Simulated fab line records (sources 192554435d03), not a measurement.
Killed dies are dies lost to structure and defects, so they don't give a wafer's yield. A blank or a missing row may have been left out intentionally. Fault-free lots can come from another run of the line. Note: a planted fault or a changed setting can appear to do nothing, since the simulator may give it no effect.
Matching of chambers -- flow n5-finfet -- ald-metal-03 running N5_BEOL_M9_ALD_74: 4 sister chambers
The step deposits TaN, target thk 2 nm, pulse time 2 s, purge time 3 s. 16 wafers are shown with their chamber, then 8 later ones without.

EACH WAFER AND ITS CHAMBER
wafer,chamber,heater-power-w (W),precursor-vessel-temp-c (C)
L075.1,1,508,75.01
L075.4,3,371,74.91
L075.6,3,375,74.95
L077.4,3,378,74.87
L077.5,0,343,75.11
L077.6,3,381,74.91
L080.2,2,446,75.13
L080.4,0,346,75.22
L080.5,2,445,75.21
L091.1,0,341,75.27
L091.5,0,340,75.01
L091.6,2,444,75.02
L093.2,2,453,75.17
L093.4,0,336,75.11
L093.6,2,447,74.99
L092.1,3,381,75.04

SIGNATURES, as means of the wafers listed above
reading,chamber 0,chamber 1,chamber 2,chamber 3,scatter within a chamber
heater-power-w,341.20,508.00,447.00,377.20,3.85
precursor-vessel-temp-c,75.1440,75.0100,75.1040,74.9360,0.089
Rule: distance of a wafer from a chamber = root of the sum over the readings of ((wafer's reading minus chamber's mean) / reading's scatter) squared. The wafer belongs to the nearest chamber; if the next one is less than 2 further off, it can't be placed. How the scatter is found: for the shown wafers, subtract from each reading the mean of its chamber, square and add these, divide the total by (wafers less chambers), then take the root.

WAFERS WHOSE CHAMBER IS MISSING
wafer,heater-power-w (W),precursor-vessel-temp-c (C)
L092.3,442,75.12
L092.4,499,75.02
L096.1,374,74.92
L096.4,347,75.02
L096.6,379,75.12
L097.2,351,74.97
L097.5,367,74.92
L097.6,436,75.03

EACH ONE'S CHAMBER
wafer,from the rows above,in truth
L092.3,2,2
L092.4,1,1
L096.1,3,3
L096.4,0,0
L096.6,3,3
L097.2,0,0
L097.5,3,3
L097.6,2,2
Correctly placed: 8 of 8. Number that these rows cannot place: 0. 0 placed wrongly.
